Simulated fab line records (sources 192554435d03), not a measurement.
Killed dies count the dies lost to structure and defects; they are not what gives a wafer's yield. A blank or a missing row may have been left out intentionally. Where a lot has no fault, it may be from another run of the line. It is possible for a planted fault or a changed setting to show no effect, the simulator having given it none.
Which tool was responsible? | flow n5-finfet | 19 lots, 57 wafers sampled, at 6 steps of a route of 1938

== WHAT EACH GAUGE READ, for each wafer ==
The record lacks any reading of a measuring or inspecting step that a usual standard deviation could be used to judge.

== TOOL THAT RAN EACH LOT (tool first, then ch and the chambers of the sampled wafers, then the start) ==
lot  | N5_GATE_CUT_ETCH_37                | N5_GATE_CUT_STRIP_21                 | N5_MOL_CONTACT_COAG_ETCH_15       | N5_MOL_CONTACT_COAG_CMP_23    | N5_MOL_CONTACT_COAG_ETCHBACK_135   | N5_MOL_CONTACT_COAG_ETCH_65
L075 | rie-diel-06 ch 0,3, day 4 19:47    | plasma-asher-01 ch 0,1, day 4 20:24  | rie-diel-03 ch 2,3, day 5 04:04   | cmp-04 ch 0,2,3, day 5 08:29  | rie-diel-03 ch 0,1, day 5 13:58    | rie-diel-03 ch 0,1, day 5 15:16
L074 | rie-diel-02 ch 0,2,3, day 4 23:52  | plasma-asher-01 ch 0,1, day 5 00:28  | rie-diel-05 ch 0,2,3, day 5 08:28 | cmp-04 ch 0,2,3, day 5 13:59  | rie-diel-03 ch 0,1, day 5 18:58    | rie-diel-05 ch 2,3, day 5 19:55
L077 | rie-diel-02 ch 2,3, day 5 14:26    | plasma-asher-02 ch 0,1, day 5 15:04  | rie-diel-04 ch 0,3, day 5 18:22   | cmp-04 ch 2,3, day 6 00:04    | rie-diel-03 ch 0,1,2, day 6 04:14  | rie-diel-05 ch 0,2,3, day 6 05:12
L079 | rie-diel-02 ch 0,2, day 5 22:56    | plasma-asher-02 ch 0,1, day 5 23:32  | rie-diel-04 ch 1,2, day 6 02:55   | cmp-04 ch 0,1,3, day 6 09:06  | rie-diel-05 ch 1,2,3, day 6 13:58  | rie-diel-05 ch 0,1,3, day 6 15:02
L081 | rie-diel-06 ch 0,1,2, day 6 13:20  | plasma-asher-01 ch 0,1, day 6 13:56  | rie-diel-03 ch 0,2,3, day 6 17:23 | cmp-04 ch 1,2,3, day 6 22:16  | rie-diel-04 ch 0,1,2, day 7 02:19  | rie-diel-05 ch 0,2,3, day 7 03:21
L082 | rie-diel-06 ch 0,1,2, day 6 17:25  | plasma-asher-02 ch 0,1, day 6 18:01  | rie-diel-04 ch 1,2,3, day 6 21:25 | cmp-04 ch 0,1,2, day 7 01:55  | rie-diel-03 ch 0,1,3, day 7 06:25  | rie-diel-05 ch 1,2,3, day 7 07:15
L083 | rie-diel-06 ch 0,1, day 7 02:09    | plasma-asher-01 ch 0,1, day 7 02:45  | rie-diel-04 ch 1,2, day 7 06:14   | cmp-04 ch 0,2,3, day 7 12:27  | rie-diel-04 ch 0,1,3, day 7 16:42  | rie-diel-05 ch 1,2,3, day 7 17:39
L087 | rie-diel-06 ch 0,3, day 7 22:37    | plasma-asher-01 ch 0,1, day 7 23:14  | rie-diel-05 ch 1,2,3, day 8 03:13 | cmp-01 ch 0,2,3, day 8 09:53  | rie-diel-03 ch 1,2,3, day 8 15:37  | rie-diel-03 ch 1,2, day 8 16:48
L085 | rie-diel-06 ch 0,1,2, day 8 01:29  | plasma-asher-01 ch 0,1, day 8 02:05  | rie-diel-03 ch 0,2,3, day 8 07:07 | cmp-04 ch 0,1,2, day 8 13:43  | rie-diel-03 ch 1,3, day 8 20:14    | rie-diel-05 ch 0,1,2, day 8 21:13
L086 | rie-diel-02 ch 0,3, day 8 04:50    | plasma-asher-01 ch 0,1, day 8 05:26  | rie-diel-03 ch 0,3, day 8 08:45   | cmp-04 ch 1,3, day 8 14:01    | rie-diel-05 ch 0,2, day 8 20:56    | rie-diel-05 ch 2,3, day 8 21:47
L088 | rie-diel-06 ch 0,1, day 8 13:53    | plasma-asher-02 ch 0,1, day 8 14:30  | rie-diel-05 ch 2,3, day 8 18:59   | cmp-02 ch 2,3, day 9 04:39    | rie-diel-05 ch 2,3, day 9 11:55    | rie-diel-03 ch 1,3, day 9 13:01
L089 | rie-diel-01 ch 0,3, day 8 17:35    | plasma-asher-01 ch 0,1, day 8 18:13  | rie-diel-04 ch 2,3, day 8 22:50   | cmp-01 ch 0,1,2, day 9 04:31  | rie-diel-05 ch 0,1,3, day 9 13:28  | rie-diel-04 ch 1,3, day 9 14:19
L091 | rie-diel-02 ch 0,2, day 8 22:35    | plasma-asher-02 ch 0,1, day 8 23:17  | rie-diel-03 ch 1,3, day 9 02:35   | cmp-04 ch 0,2, day 9 08:39    | rie-diel-03 ch 1,3, day 9 17:37    | rie-diel-04 ch 0,1,3, day 9 18:28
L090 | rie-diel-02 ch 0,1,3, day 9 00:43  | plasma-asher-02 ch 0, day 9 01:19    | rie-diel-05 ch 0,1,3, day 9 04:46 | cmp-02 ch 1,2,3, day 9 09:16  | rie-diel-05 ch 0,1,2, day 9 18:08  | rie-diel-03 ch 1,2,3, day 9 19:06
L092 | rie-diel-02 ch 1,3, day 9 04:16    | plasma-asher-02 ch 0,1, day 9 04:52  | rie-diel-04 ch 0,1,2, day 9 12:47 | cmp-02 ch 0,3, day 9 18:46    | rie-diel-04 ch 2,3, day 9 23:26    | rie-diel-03 ch 0,1,2, day 10 00:23
L093 | rie-diel-01 ch 0,1,3, day 9 06:10  | plasma-asher-02 ch 0,1, day 9 06:46  | rie-diel-03 ch 1,2, day 9 12:50   | cmp-01 ch 0,1,3, day 9 20:39  | rie-diel-03 ch 0,1,2, day 10 01:33 | rie-diel-05 ch 0,1,2, day 10 02:28
L094 | rie-diel-06 ch 0,3, day 9 17:01    | plasma-asher-01 ch 0,1, day 9 17:37  | rie-diel-03 ch 1,2,3, day 9 21:07 | cmp-01 ch 1,3, day 10 02:03   | rie-diel-04 ch 2,3, day 10 06:41   | rie-diel-04 ch 1,2, day 10 07:34
L096 | rie-diel-02 ch 0,2,3, day 10 00:40 | plasma-asher-02 ch 0,1, day 10 01:17 | rie-diel-03 ch 0,3, day 10 05:10  | cmp-02 ch 0,3, day 10 10:17   | rie-diel-04 ch 0,1,2, day 10 16:10 | rie-diel-05 ch 2,3, day 10 17:10
L097 | rie-diel-06 ch 0,1,2, day 10 10:34 | plasma-asher-01 ch 0,1, day 10 11:10 | rie-diel-04 ch 1,2, day 10 14:44  | cmp-02 ch 0,1,3, day 10 20:20 | rie-diel-04 ch 0,1, day 11 00:29   | rie-diel-05 ch 0,2, day 11 01:22
- N5_GATE_CUT_ETCH_37: etches SOC in N2/H2, target depth 60 nm, overetch 12 nm, time 90 s.
- N5_GATE_CUT_STRIP_21: strips in N2/H2, time 30 s.
- N5_MOL_CONTACT_COAG_ETCH_15: etches SiNx in CH3F/O2, stops on Si:P, target depth 7 nm.
- N5_MOL_CONTACT_COAG_CMP_23: polishes, stops on SiO2, t overpolish 1.5 s, target thk 0 nm.
- N5_MOL_CONTACT_COAG_ETCHBACK_135: etches SiO2 in CHF3, target depth 25 nm, time 16.7 s.
- N5_MOL_CONTACT_COAG_ETCH_65: etches underlayer in N2/H2, target depth 13 nm, time 10.4 s.

== AS READ BY THE TOOLS THEMSELVES (means over the sampled wafers that have a number; for cases with no such wafer, the mark the record gives instead) ==
N5_GATE_CUT_ETCH_37.
lot  | tool        | drypump-motor-current-A (A) | oes-product-au (a.u.) | rf-fwd-power-W (W) | rf-vpp-V (V) | showerhead-plenum-p-Torr (Torr) | throttle-valve-pct (%)
L075 | rie-diel-06 | 5.0                         | 0.65                  | 833                | 522.9        | 2.49                            | 18.01
L074 | rie-diel-02 | 5.8                         | 0.71                  | 834                | 524.8        | 2.56                            | 17.72
L077 | rie-diel-02 | 5.7                         | 0.65                  | 833                | 525.3        | 2.54                            | 17.97
L079 | rie-diel-02 | 5.7                         | 0.70                  | 832                | 525.7        | 2.58                            | 17.55
L081 | rie-diel-06 | 5.4                         | 0.70                  | 835                | 526.5        | 2.63                            | 17.90
L082 | rie-diel-06 | 5.4                         | 0.70                  | 832                | 526.4        | 2.63                            | 17.90
L083 | rie-diel-06 | 5.8                         | 0.64                  | 832                | 526.3        | 2.65                            | 18.08
L087 | rie-diel-06 | 5.0                         | 0.64                  | 836                | 522.7        | 2.48                            | 18.06
L085 | rie-diel-06 | 5.4                         | 0.69                  | 832                | 525.3        | 2.62                            | 17.92
L086 | rie-diel-02 | 5.8                         | 0.74                  | 835                | 525.0        | 2.54                            | 17.68
L088 | rie-diel-06 | 5.5                         | 0.65                  | 830                | 526.4        | 2.65                            | 17.98
L089 | rie-diel-01 | 5.2                         | 0.68                  | 836                | 522.9        | 2.53                            | 17.98
L091 | rie-diel-02 | 5.8                         | 0.73                  | 836                | 525.4        | 2.57                            | 17.52
L090 | rie-diel-02 | 5.8                         | 0.69                  | 832                | 523.5        | 2.53                            | 17.77
L092 | rie-diel-02 | 5.8                         | 0.63                  | 834                | 522.5        | 2.50                            | 18.01
L093 | rie-diel-01 | 5.3                         | 0.69                  | 837                | 525.6        | 2.57                            | 17.93
L094 | rie-diel-06 | 5.0                         | 0.63                  | 832                | 521.9        | 2.48                            | 18.07
L096 | rie-diel-02 | 5.7                         | 0.76                  | 836                | 523.8        | 2.55                            | 17.63
L097 | rie-diel-06 | 5.4                         | 0.68                  | 836                | 525.9        | 2.62                            | 17.94

N5_GATE_CUT_STRIP_21.
lot  | tool            | drypump-motor-current-A (A) | heater-power-w (W)
L075 | plasma-asher-01 | 6.0                         | 312
L074 | plasma-asher-01 | 5.7                         | 309
L077 | plasma-asher-02 | 6.2                         | 351
L079 | plasma-asher-02 | 6.2                         | 352
L081 | plasma-asher-01 | 5.9                         | 309
L082 | plasma-asher-02 | 5.9                         | 353
L083 | plasma-asher-01 | 5.9                         | 308
L087 | plasma-asher-01 | 5.7                         | 305
L085 | plasma-asher-01 | 5.6                         | 306
L086 | plasma-asher-01 | 5.7                         | 311
L088 | plasma-asher-02 | 5.9                         | 357
L089 | plasma-asher-01 | 6.0                         | 317
L091 | plasma-asher-02 | 6.2                         | 353
L090 | plasma-asher-02 | 6.4                         | 345
L092 | plasma-asher-02 | 6.0                         | 358
L093 | plasma-asher-02 | 6.0                         | 361
L094 | plasma-asher-01 | 5.6                         | 310
L096 | plasma-asher-02 | 5.9                         | 357
L097 | plasma-asher-01 | 5.7                         | 307

N5_MOL_CONTACT_COAG_ETCH_15.
lot  | tool        | drypump-motor-current-A (A) | oes_ar_750_au (a.u.) | oes-product-au (a.u.) | rf-fwd-power-W (W) | rf-vpp-V (V) | showerhead-plenum-p-Torr (Torr) | throttle-valve-pct (%)
L075 | rie-diel-03 | 5.4                         | 0.70                 | 0.50                  | 391.3              | 302          | 2.05                            | 16.62
L074 | rie-diel-05 | 5.7                         | 0.75                 | 0.55                  | 391.5              | 292          | 1.97                            | 16.38
L077 | rie-diel-04 | 5.8                         | 0.77                 | 0.56                  | 393.2              | 304          | 2.05                            | 16.30
L079 | rie-diel-04 | 5.4                         | 0.92                 | 0.68                  | 392.6              | 296          | 1.96                            | 16.32
L081 | rie-diel-03 | 5.5                         | 0.78                 | 0.57                  | 391.5              | 297          | 2.02                            | 16.43
L082 | rie-diel-04 | 5.7                         | 0.84                 | 0.61                  | 393.5              | 300          | 1.99                            | 16.38
L083 | rie-diel-04 | 5.4                         | 0.89                 | 0.65                  | 390.8              | 299          | 1.96                            | 16.41
L087 | rie-diel-05 | 5.5                         | 0.80                 | 0.59                  | 392.4              | 291          | 2.02                            | 16.45
L085 | rie-diel-03 | 5.6                         | 0.76                 | 0.56                  | 390.5              | 297          | 2.02                            | 16.46
L086 | rie-diel-03 | 5.6                         | 0.83                 | 0.60                  | 389.8              | 296          | 2.02                            | 16.36
L088 | rie-diel-05 | 5.5                         | 0.74                 | 0.54                  | 393.0              | 294          | 2.00                            | 16.40
L089 | rie-diel-04 | 5.8                         | 0.83                 | 0.61                  | 392.6              | 297          | 1.98                            | 16.34
L091 | rie-diel-03 | 5.7                         | 0.86                 | 0.63                  | 391.9              | 304          | 2.03                            | 16.27
L090 | rie-diel-05 | 5.7                         | 0.77                 | 0.57                  | 392.0              | 289          | 1.98                            | 16.49
L092 | rie-diel-04 | 5.2                         | 0.86                 | 0.62                  | 392.0              | 300          | 1.98                            | 16.35
L093 | rie-diel-03 | 5.7                         | 0.72                 | 0.53                  | 393.6              | 306          | 2.02                            | 16.50
L094 | rie-diel-03 | 5.7                         | 0.79                 | 0.58                  | 391.1              | 305          | 2.03                            | 16.40
L096 | rie-diel-03 | 5.5                         | 0.91                 | 0.66                  | 391.5              | 296          | 2.02                            | 16.23
L097 | rie-diel-04 | 5.4                         | 0.85                 | 0.62                  | 391.9              | 300          | 1.95                            | 16.46

N5_MOL_CONTACT_COAG_CMP_23.
lot  | tool   | motor-current-A (A) | overpolish-run-s (s) | retaining-ring-pressure-frac | time-to-endpoint-s (s)
L075 | cmp-04 | 8.0                 | 1.501                | 1.004                        | 10.5
L074 | cmp-04 | 8.4                 | 1.496                | 1.003                        | 7.9
L077 | cmp-04 | 8.2                 | 1.498                | 1.002                        | 9.2
L079 | cmp-04 | 8.4                 | 1.498                | 0.993                        | 12.3
L081 | cmp-04 | 8.3                 | 1.504                | 0.999                        | 12.7
L082 | cmp-04 | 8.3                 | 1.512                | 0.999                        | 10.2
L083 | cmp-04 | 8.4                 | 1.501                | 1.000                        | 12.5
L087 | cmp-01 | 8.2                 | 1.508                | 1.001                        | 8.6
L085 | cmp-04 | 8.3                 | 1.503                | 0.996                        | 11.8
L086 | cmp-04 | 8.4                 | 1.498                | 1.000                        | 13.5
L088 | cmp-02 | 8.1                 | 1.502                | 1.006                        | 10.5
L089 | cmp-01 | 8.5                 | 1.499                | 1.002                        | 10.0
L091 | cmp-04 | 8.1                 | 1.499                | 0.995                        | 11.4
L090 | cmp-02 | 7.7                 | 1.510                | 1.001                        | 11.5
L092 | cmp-02 | 7.9                 | 1.502                | 1.000                        | 7.0
L093 | cmp-01 | 9.2                 | 1.507                | 0.999                        | 9.2
L094 | cmp-01 | 9.3                 | 1.496                | 1.003                        | 9.2
L096 | cmp-02 | 8.0                 | 1.500                | 0.993                        | 8.9
L097 | cmp-02 | 7.7                 | 1.506                | 0.998                        | 8.2

N5_MOL_CONTACT_COAG_ETCHBACK_135.
lot  | tool        | drypump-motor-current-A (A) | oes_ar_750_au (a.u.) | oes-product-au (a.u.) | rf-fwd-power-W (W) | rf-vpp-V (V) | showerhead-plenum-p-Torr (Torr) | throttle-valve-pct (%)
L075 | rie-diel-03 | 6.0                         | 0.74                 | 0.73                  | 597                | 520          | 2.38                            | 18.82
L074 | rie-diel-03 | 6.0                         | 0.74                 | 0.73                  | 598                | 519          | 2.38                            | 18.80
L077 | rie-diel-03 | 5.8                         | 0.75                 | 0.74                  | 597                | 529          | 2.40                            | 18.78
L079 | rie-diel-05 | 5.5                         | 0.83                 | 0.82                  | 600                | 512          | 2.40                            | 18.83
L081 | rie-diel-04 | 5.2                         | 0.89                 | 0.89                  | 600                | 528          | 2.35                            | 18.70
L082 | rie-diel-03 | 5.8                         | 0.81                 | 0.82                  | 598                | 529          | 2.40                            | 18.77
L083 | rie-diel-04 | 5.4                         | 0.82                 | 0.81                  | 600                | 534          | 2.40                            | 18.74
L087 | rie-diel-03 | 5.7                         | 0.81                 | 0.81                  | 598                | 537          | 2.42                            | 18.76
L085 | rie-diel-03 | 5.7                         | 0.87                 | 0.88                  | 595                | 537          | 2.43                            | 18.71
L086 | rie-diel-05 | 5.5                         | 0.74                 | 0.73                  | 601                | 513          | 2.34                            | 18.67
L088 | rie-diel-05 | 5.7                         | 0.72                 | 0.72                  | 603                | 516          | 2.37                            | 18.92
L089 | rie-diel-05 | 5.7                         | 0.77                 | 0.77                  | 599                | 509          | 2.36                            | 18.91
L091 | rie-diel-03 | 6.0                         | 0.82                 | 0.84                  | 600                | 542          | 2.40                            | 18.72
L090 | rie-diel-05 | 5.5                         | 0.78                 | 0.78                  | 599                | 509          | 2.36                            | 18.75
L092 | rie-diel-04 | 5.8                         | 0.82                 | 0.82                  | 603                | 524          | 2.35                            | 18.74
L093 | rie-diel-03 | 5.9                         | 0.82                 | 0.81                  | 599                | 528          | 2.38                            | 18.71
L094 | rie-diel-04 | 5.7                         | 0.82                 | 0.82                  | 603                | 524          | 2.34                            | 18.74
L096 | rie-diel-04 | 5.2                         | 0.85                 | 0.84                  | 599                | 527          | 2.34                            | 18.77
L097 | rie-diel-04 | 5.1                         | 0.82                 | 0.82                  | 597                | 532          | 2.35                            | 18.84

N5_MOL_CONTACT_COAG_ETCH_65.
lot  | tool        | drypump-motor-current-A (A) | etch-rf-on-time-s (s) | oes-product-au (a.u.) | rf-fwd-power-W (W) | rf-vpp-V (V) | showerhead-plenum-p-Torr (Torr) | throttle-valve-pct (%)
L075 | rie-diel-03 | 6.0                         | 10.9                  | 0.62                  | 818.8              | 523.3        | 2.53                            | 17.92
L074 | rie-diel-05 | 5.7                         | 10.8                  | 0.63                  | 817.6              | 523.7        | 2.55                            | 18.04
L077 | rie-diel-05 | 5.7                         | 10.8                  | 0.63                  | 819.7              | 522.3        | 2.51                            | 17.97
L079 | rie-diel-05 | 5.7                         | 10.6                  | 0.69                  | 823.4              | 523.8        | 2.53                            | 18.01
L081 | rie-diel-05 | 5.7                         | 10.8                  | 0.63                  | 820.4              | 523.2        | 2.51                            | 17.99
L082 | rie-diel-05 | 5.5                         | 10.6                  | 0.69                  | 820.0              | 524.6        | 2.58                            | 18.09
L083 | rie-diel-05 | 5.5                         | 10.7                  | 0.68                  | 819.1              | 524.5        | 2.58                            | 18.10
L087 | rie-diel-03 | 5.7                         | 10.6                  | 0.62                  | 818.3              | 526.1        | 2.59                            | 17.99
L085 | rie-diel-05 | 5.5                         | 10.7                  | 0.67                  | 818.6              | 523.4        | 2.54                            | 18.04
L086 | rie-diel-05 | 5.5                         | 11.0                  | 0.62                  | 816.9              | 524.2        | 2.55                            | 18.08
L088 | rie-diel-03 | 5.8                         | 10.1                  | 0.75                  | 818.1              | 525.7        | 2.59                            | 17.96
L089 | rie-diel-04 | 5.9                         | 10.2                  | 0.64                  | 819.7              | 524.2        | 2.58                            | 18.15
L091 | rie-diel-04 | 5.5                         | 10.3                  | 0.67                  | 822.3              | 525.3        | 2.55                            | 17.93
L090 | rie-diel-03 | 5.7                         | 10.2                  | 0.68                  | 821.5              | 525.9        | 2.59                            | 17.99
L092 | rie-diel-03 | 5.8                         | 10.7                  | 0.69                  | 818.7              | 524.8        | 2.56                            | 17.84
L093 | rie-diel-05 | 5.5                         | 10.6                  | 0.66                  | 818.0              | 523.0        | 2.54                            | 18.07
L094 | rie-diel-04 | 5.4                         | 10.2                  | 0.73                  | 818.2              | 520.7        | 2.50                            | 18.15
L096 | rie-diel-05 | 5.5                         | 11.0                  | 0.61                  | 820.6              | 524.7        | 2.55                            | 18.10
L097 | rie-diel-05 | 5.7                         | 10.8                  | 0.60                  | 821.7              | 521.1        | 2.47                            | 17.97

== THE ANSWER, worked out from the rows above alone ==
Rule: usual is defined by the lots themselves. The widest of any qualifying gaps counts: lots, ordered by their means at a reading, are off when they make up no more than a third of the lots, leave a main group of 4 or more, and stand apart from it by 3 or more times the standard deviation of that group's means. A main group is skipped when, at the precision printed for the reading in the tables above, its means are all equal. A lot without any number at a reading at which 4 lots or more have one is off too. Any other lot the step has rows for is counted as sound. The gauges are gone through in route order, then the tools' own readings, and for those a lot's mean is taken as printed above. At the first step where some lot is off, the reading lying furthest off is the one used; lots without a number count as furthest.
No lot is off at any reading shown: from this, nothing can be told.

== WHAT THE SIMULATOR HAD PUT IN ==
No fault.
